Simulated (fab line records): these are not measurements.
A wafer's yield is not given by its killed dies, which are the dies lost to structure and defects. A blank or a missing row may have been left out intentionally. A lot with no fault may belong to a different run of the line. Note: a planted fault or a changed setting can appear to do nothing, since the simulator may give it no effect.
fab line records	flow nand_harc
record: lots: 6	wafers: 18	last_day: 33
route steps=1302 shown A_CONTACT@1007
lots with no fault: from the same line, run without faults
start_h: the number of hours between the record's first day and the start of the first shown wafer of the lot	wait_h: time in hours since the lot's previous step	" the same as in the row above	L1.1+2: one row covering several wafers at once	- no value, or no start given	* or withheld: withheld	< > ~ a bound
route shown NAME@n: names a module that has steps shown in the file, with the first one's number in the route	usual: mean/standard deviation of fault-free wafers	same: alike in all rows	chamber/n: place in a boat	sites: per-site readings	_std_site: how widely they spread, as a standard deviation	_edge_site: the outer-site mean with the inner-site mean subtracted	radius_mm: how far each site lies from the wafer's centre	mask NAME#n: copy n	behind: the tool/chamber that last shaped the wafer	hold: the reason the lot was held/the length of the hold in hours/how it ended	device: whichever transistor did not switch (one of n, p or np)	end of line: tests of these same wafers at the route's end	step lacking rows: just its recipe	killed: the dies lost at the first sort to structure and to defects; this is not the yield of the wafer	map: a wafer's dies, x killed, . not, _ none there
set.NAME: the setting that was run; set.NAME@STEP: the one run at that earlier step	model.NAME: the simulator's own value behind a step, which no gauge read
lots seen at some steps along the route; tables by step, rows by wafer
services: a tool's chamber out of use, with start hour (start_h, from the record's first day; less than 0 if before it), hours out, and reason
== steps ==
step: NHARC_A_CONTACT_ETCH_113
recipe: source_w: withheld	pressure_mtorr: 20	bias_v: 3000	time_s: 190	target_depth_a: 18500	ar_flow_sccm: withheld	c4f8_flow_sccm: withheld	o2_flow_sccm: withheld	chemistry: C4F8/O2/Ar
usual: run_length_s: 190/0
lot.wafer	tool	chamber	start_h	wait_h	rf_hours_counter_h	run_length_s
L663.1	har_cap_etch-03	0	513.02	0.1	45	190
L663.3	"	1	"	"	-	190
L663.6	"	0	"	"	-	190
L665.4	har_cap_etch-03	0	530.13	0.1	-	190
L665.5	"	1	"	"	-	190
L665.6	"	0	"	"	-	190
L666.1	har_cap_etch-01	0	544.76	0.1	7	190
L666.4	"	0	"	"	-	190
L666.3	"	1	"	"	-	190
L682.2	har_cap_etch-03	1	692.61	0.1	76	190
L682.4	"	1	"	"	-	190
L682.5	"	0	"	"	-	190
L681.1	har_cap_etch-02	1	696.02	0.1	121	190
L681.3	"	1	"	"	-	190
L681.4	"	0	"	"	-	190
L683.1	har_cap_etch-02	1	727.27	0.1	127	190
L683.2	"	0	"	"	127	190
L683.5	"	1	"	"	-	190
step: NHARC_A_CONTACT_ETCH_114
recipe: source_w: withheld	pressure_mtorr: 20	bias_v: 3000	time_s: 190	target_depth_a: 18500	ar_flow_sccm: withheld	c4f8_flow_sccm: withheld	o2_flow_sccm: withheld	chemistry: C4F8/O2/Ar
step: NHARC_A_CONTACT_ETCH_115
recipe: source_w: withheld	pressure_mtorr: 20	bias_v: 3000	time_s: 190	target_depth_a: 18500	ar_flow_sccm: withheld	c4f8_flow_sccm: withheld	o2_flow_sccm: withheld	chemistry: C4F8/O2/Ar
usual: run_length_s: 190/0
lot.wafer	tool	chamber	start_h	wait_h	rf_hours_counter_h	run_length_s
L663.1	har_cap_etch-03	0	513.36	0.1	45	190
L663.3	"	1	"	"	-	190
L663.6	"	0	"	"	-	190
L665.4	har_cap_etch-03	0	530.48	0.1	-	190
L665.5	"	1	"	"	-	190
L665.6	"	0	"	"	-	190
L666.1	har_cap_etch-01	0	545.10	0.1	7	190
L666.4	"	0	"	"	-	190
L666.3	"	1	"	"	-	190
L682.2	har_cap_etch-03	1	692.95	0.1	76	190
L682.4	"	1	"	"	-	190
L682.5	"	0	"	"	-	190
L681.1	har_cap_etch-02	1	696.36	0.1	121	190
L681.3	"	1	"	"	-	190
L681.4	"	0	"	"	-	190
L683.1	har_cap_etch-02	1	727.61	0.1	127	190
L683.2	"	0	"	"	127	190
L683.5	"	1	"	"	-	190
step: NHARC_A_CONTACT_ETCH_116
recipe: source_w: withheld	pressure_mtorr: 20	bias_v: 3000	time_s: 190	target_depth_a: 18500	ar_flow_sccm: withheld	c4f8_flow_sccm: withheld	o2_flow_sccm: withheld	chemistry: C4F8/O2/Ar
usual: run_length_s: 190/0
lot.wafer	tool	chamber	start_h	wait_h	rf_hours_counter_h	run_length_s
L663.1	har_cap_etch-03	0	513.53	0.1	45	190
L663.3	"	1	"	"	-	190
L663.6	"	0	"	"	-	190
L665.4	har_cap_etch-03	0	530.65	0.1	-	190
L665.5	"	1	"	"	-	190
L665.6	"	0	"	"	-	190
L666.1	har_cap_etch-01	0	545.27	0.1	7	190
L666.4	"	0	"	"	-	190
L666.3	"	1	"	"	-	190
L682.2	har_cap_etch-03	1	693.12	0.1	76	190
L682.4	"	1	"	"	-	190
L682.5	"	0	"	"	-	190
L681.1	har_cap_etch-02	1	696.53	0.1	121	190
L681.3	"	1	"	"	-	190
L681.4	"	0	"	"	-	190
L683.1	har_cap_etch-02	1	727.77	0.1	127	190
L683.2	"	0	"	"	127	190
L683.5	"	1	"	"	-	190
step: NHARC_A_CONTACT_ETCH_117
recipe: source_w: withheld	pressure_mtorr: 20	bias_v: 3000	time_s: 190	target_depth_a: 18500	ar_flow_sccm: withheld	c4f8_flow_sccm: withheld	o2_flow_sccm: withheld	chemistry: C4F8/O2/Ar
step: NHARC_A_CONTACT_ETCH_118
recipe: source_w: withheld	pressure_mtorr: 20	bias_v: 3000	time_s: 190	target_depth_a: 18500	ar_flow_sccm: withheld	c4f8_flow_sccm: withheld	o2_flow_sccm: withheld	chemistry: C4F8/O2/Ar
step: NHARC_A_CONTACT_ETCH_119
recipe: source_w: withheld	pressure_mtorr: 20	bias_v: 3000	time_s: 190	target_depth_a: 18500	ar_flow_sccm: withheld	c4f8_flow_sccm: withheld	o2_flow_sccm: withheld	chemistry: C4F8/O2/Ar
step: NHARC_A_CONTACT_ETCH_120
recipe: source_w: withheld	pressure_mtorr: 20	bias_v: 3000	time_s: 190	target_depth_a: 18500	ar_flow_sccm: withheld	c4f8_flow_sccm: withheld	o2_flow_sccm: withheld	chemistry: C4F8/O2/Ar
step: NHARC_A_CONTACT_ETCH_121
recipe: source_w: withheld	pressure_mtorr: 20	bias_v: 3000	time_s: 190	target_depth_a: 18500	ar_flow_sccm: withheld	c4f8_flow_sccm: withheld	o2_flow_sccm: withheld	chemistry: C4F8/O2/Ar
step: NHARC_A_CONTACT_ETCH_122
recipe: source_w: withheld	pressure_mtorr: 20	bias_v: 3000	time_s: 190	target_depth_a: 18500	ar_flow_sccm: withheld	c4f8_flow_sccm: withheld	o2_flow_sccm: withheld	chemistry: C4F8/O2/Ar
usual: run_length_s: 190/0
lot.wafer	tool	chamber	start_h	wait_h	rf_hours_counter_h	run_length_s
L663.1	har_cap_etch-03	0	514.56	0.1	46	190
L663.3	"	1	"	"	-	190
L663.6	"	0	"	"	-	190
L665.4	har_cap_etch-03	0	531.68	0.1	-	190
L665.5	"	1	"	"	-	190
L665.6	"	0	"	"	-	190
L666.1	har_cap_etch-01	0	546.29	0.1	8	190
L666.4	"	0	"	"	-	190
L666.3	"	1	"	"	-	190
L682.2	har_cap_etch-03	1	694.14	0.1	77	190
L682.4	"	1	"	"	-	190
L682.5	"	0	"	"	-	190
L681.1	har_cap_etch-02	1	697.56	0.1	122	190
L681.3	"	1	"	"	-	190
L681.4	"	0	"	"	-	190
L683.1	har_cap_etch-02	1	728.79	0.1	128	190
L683.2	"	0	"	"	128	190
L683.5	"	1	"	"	-	190
step: NHARC_A_CONTACT_ETCH_123
recipe: source_w: withheld	pressure_mtorr: 20	bias_v: 400	time_s: 490	target_depth_a: 21100	ar_flow_sccm: withheld	c4f8_flow_sccm: 11.5	o2_flow_sccm: 7.2	chemistry: C4F8/O2/Ar
step: NHARC_A_CONTACT_ETCH_90
recipe: target_depth_a: 400	over_etch_frac: 0.5	time_s: 85.7	ion_energy_ev: 120	ch3f_flow_sccm: 50	o2_flow_sccm: 30	ar_flow_sccm: 200	rf_w: 500	bias_w: 100	chemistry: CH3F/O2
usual: drypump_motor_current_A: 5.6/0.49	oes_product_au: 0.96/0.039	rf_fwd_power_W: 496.5/1.8	rf_vpp_V: 244.8/1.2	run_length_s: 107.0/0.45	showerhead_plenum_p_Torr: 2.49/0.067	throttle_valve_pct: 20.663/0.0095
lot.wafer	tool	chamber	start_h	wait_h	drypump_motor_current_A	oes_product_au	rf_fwd_power_W	rf_hours_counter_h	rf_vpp_V	run_length_s	showerhead_plenum_p_Torr	throttle_valve_pct
L663.1	rie_diel-13	1	515.70	0.8	6.1	1.00	498.3	30	245.0	106.4	2.51	20.678
L663.3	"	0	"	"	5.8	1.01	498.6	23	243.9	107.4	2.45	20.667
L663.6	"	1	"	"	6.1	1.01	497.0	-	244.8	107.0	2.51	20.676
L665.4	rie_diel-13	2	532.75	0.6	6.0	1.01	494.7	1	246.9	107.4	2.55	20.664
L665.6	"	1	"	"	6.1	1.00	495.1	-	245.0	106.7	2.51	20.658
L665.5	"	2	"	"	6.0	1.01	496.2	-	246.3	106.7	2.55	20.646
L666.1	rie_diel-13	1	547.43	0.9	6.0	0.92	492.7	4	242.9	106.4	2.51	20.664
L666.4	"	3	"	"	5.2	0.92	496.4	4	243.8	107.4	2.51	20.671
L666.3	"	0	"	"	5.8	0.94	497.8	4	243.6	107.2	2.45	20.652
L682.2	rie_diel-02	0	695.30	0.8	4.9	0.94	497.3	37	244.4	107.2	2.52	20.676
L682.4	"	1	"	"	6.0	0.91	495.2	37	246.0	107.5	2.57	20.656
L682.5	"	3	"	"	5.1	0.92	497.5	-	243.0	106.9	2.34	20.657
L681.1	rie_diel-02	3	698.82	1.0	5.1	0.93	496.4	38	242.8	106.8	2.34	20.661
L681.3	"	1	"	"	6.1	0.91	496.2	38	246.4	107.1	2.57	20.659
L681.4	"	2	"	"	5.8	0.92	493.8	37	246.0	107.1	2.44	20.677
L683.2	rie_diel-02	1	729.98	0.8	6.1	0.92	494.4	48	244.5	107.9	2.57	20.639
L683.1	"	2	"	"	5.7	0.91	494.2	49	245.3	106.7	2.44	20.662
L683.5	"	3	"	"	5.1	0.91	495.3	-	243.7	106.5	2.33	20.671
step: NHARC_A_CONTACT_ETCH_96
recipe: target_depth_a: 200	over_etch_frac: 0.5	time_s: 10	ion_energy_ev: 250	c4f6_flow_sccm: 25	o2_flow_sccm: 20	ar_flow_sccm: 500	rf_w: 600	bias_w: 500	chemistry: C4F6/O2
usual: drypump_motor_current_A: 5.6/0.48	oes_product_au: 0.98/0.031	rf_fwd_power_W: 587.2/2.8	rf_vpp_V: 547.9/2.1	run_length_s: 31.1/0.36	showerhead_plenum_p_Torr: 3.97/0.097	throttle_valve_pct: 26.902/0.0091
lot.wafer	tool	chamber	start_h	wait_h	drypump_motor_current_A	oes_product_au	rf_fwd_power_W	rf_hours_counter_h	rf_vpp_V	run_length_s	showerhead_plenum_p_Torr	throttle_valve_pct
L663.3	rie_diel-13	2	515.84	-	6.0	0.99	583.5	29	550.6	31.1	4.07	26.893
L663.1	"	3	"	"	5.2	1.00	584.7	25	548.9	31.0	4.01	26.900
L663.6	"	0	"	"	5.8	1.02	590.4	-	546.6	31.2	3.91	26.891
L665.4	rie_diel-13	0	532.88	-	5.8	1.03	-	1	547.5	27.6	3.91	26.890
L665.5	"	3	"	"	5.2	1.02	584.4	-	549.7	31.1	4.01	26.884
L665.6	"	0	"	"	5.8	1.02	-	-	545.7	27.4	3.91	26.899
L666.3	rie_diel-13	1	547.57	-	6.1	0.95	586.7	5	547.3	30.9	4.00	26.893
L666.1	"	2	"	"	6.0	0.96	591.9	4	551.1	31.3	4.06	26.886
L666.4	"	0	"	"	5.8	0.97	-	4	545.6	27.4	3.91	26.922
L682.4	rie_diel-02	3	695.41	-	5.1	0.95	588.7	37	543.6	30.7	3.74	26.910
L682.2	"	0	"	"	4.9	0.94	585.2	37	549.2	31.6	4.01	26.899
L682.5	"	3	"	"	5.1	0.94	587.0	-	543.4	30.6	3.74	26.900
L681.1	rie_diel-02	2	699.12	-	5.7	0.96	584.4	38	547.1	31.1	3.90	26.904
L681.4	"	0	"	"	4.9	0.97	590.4	38	551.0	32.0	4.01	26.899
L681.3	"	1	"	"	6.1	0.95	589.2	38	549.3	31.1	4.09	26.895
L683.2	rie_diel-02	0	730.09	-	4.9	0.95	586.1	49	548.1	31.3	4.01	26.906
L683.1	"	3	"	"	5.1	0.95	585.5	51	542.9	30.7	3.74	26.909
L683.5	"	0	"	"	4.9	0.96	586.3	-	550.1	31.3	4.01	26.900
step: NHARC_A_CONTACT_CD_MEAS_53
usual: cd_nm: 289.5/0.8
lot.wafer	tool	chamber	start_h	wait_h	cd_nm
L663.1	cd_sem-01	-	515.92	-	289.2
L663.3	"	-	"	"	290.3
L663.6	"	-	"	"	289.1
L665.4	cd_sem-03	-	532.97	-	289.8
L665.5	"	-	"	"	289.3
L665.6	"	-	"	"	289.1
L666.1	cd_sem-02	-	547.65	-	288.1
L666.3	"	-	"	"	287.6
L666.4	"	-	"	"	288.5
L682.2	cd_sem-03	-	695.49	-	288.5
L682.4	"	-	"	"	289.1
L682.5	"	-	"	"	288.4
L681.1	cd_sem-03	-	699.20	-	289.3
L681.3	"	-	"	"	290.4
L681.4	"	-	"	"	289.4
L683.1	cd_sem-03	-	730.17	-	287.0
L683.2	"	-	"	"	287.4
L683.5	"	-	"	"	286.9
== services ==
tool	chamber	start_h	hours	kind
rie_diel-02	3	494.57	6.8	repair
har_cap_etch-01	-	497.26	17.0	pm
rie_diel-13	0	498.25	-	clean
rie_diel-13	1	498.25	-	clean
rie_diel-13	2	498.25	-	clean
rie_diel-13	3	498.25	-	clean
rie_diel-02	0	504.59	-	clean
rie_diel-02	1	504.59	-	clean
rie_diel-02	2	504.59	-	clean
rie_diel-02	3	504.59	-	clean
rie_diel-13	-	519.17	9.0	pm
rie_diel-13	0	519.17	9.0	vent_cycle
rie_diel-13	1	519.17	9.0	vent_cycle
har_cap_etch-01	-	549.85	1.2	repair
rie_diel-02	-	553.86	0.2	repair
rie_diel-02	-	572.37	9.0	pm
rie_diel-13	0	580.67	9.0	repair
rie_diel-13	2	598.16	1.7	repair
rie_diel-13	0	607.98	22.1	repair
rie_diel-02	2	615.15	3.0	repair
rie_diel-13	3	631.30	3.7	repair
rie_diel-13	0	651.41	12.4	repair
rie_diel-13	-	696.53	9.0	pm
rie_diel-02	0	725.99	1.9	repair
== key ==
first_sign: step: NHARC_A_CONTACT_ETCH_96	reading: run_length_s	direction: down	sigmas: 10	usual: *	struck: *
effect none on later readings
met_at NHARC_A_CONTACT_ETCH_96
struck_wafers L665.4,L665.6,L666.4
later_rows_left_out L665.4,L665.6,L666.4
sort_left_out L665.4,L665.6,L666.4
tester_left_out L665,L666
onset_between 515.84 532.88
fault: kind: process_parameter_drift	tool: rie_diel-13	chamber: 0	onset_h: 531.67	steps: NHARC_A_CONTACT_ETCH_96	channel: time_s	offset: *	shape: step	end_h: 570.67	acts_in: *	stated: *
tester_left_out: of these lots the tester's yield and bins aren't shown, on N5 and GAA mostly nor the transistor test; their killed dies are dies lost to structure and defects alone, not to doping, threshold or leakage, so they don't give the yield
sort_left_out: the simulated sort isn't trusted on such a fault, so these wafers' sort isn't shown, and their yield isn't known
later_rows_left_out: the simulator's readings of these wafers behind a module that went badly wrong aren't trusted and aren't shown, but for the sort
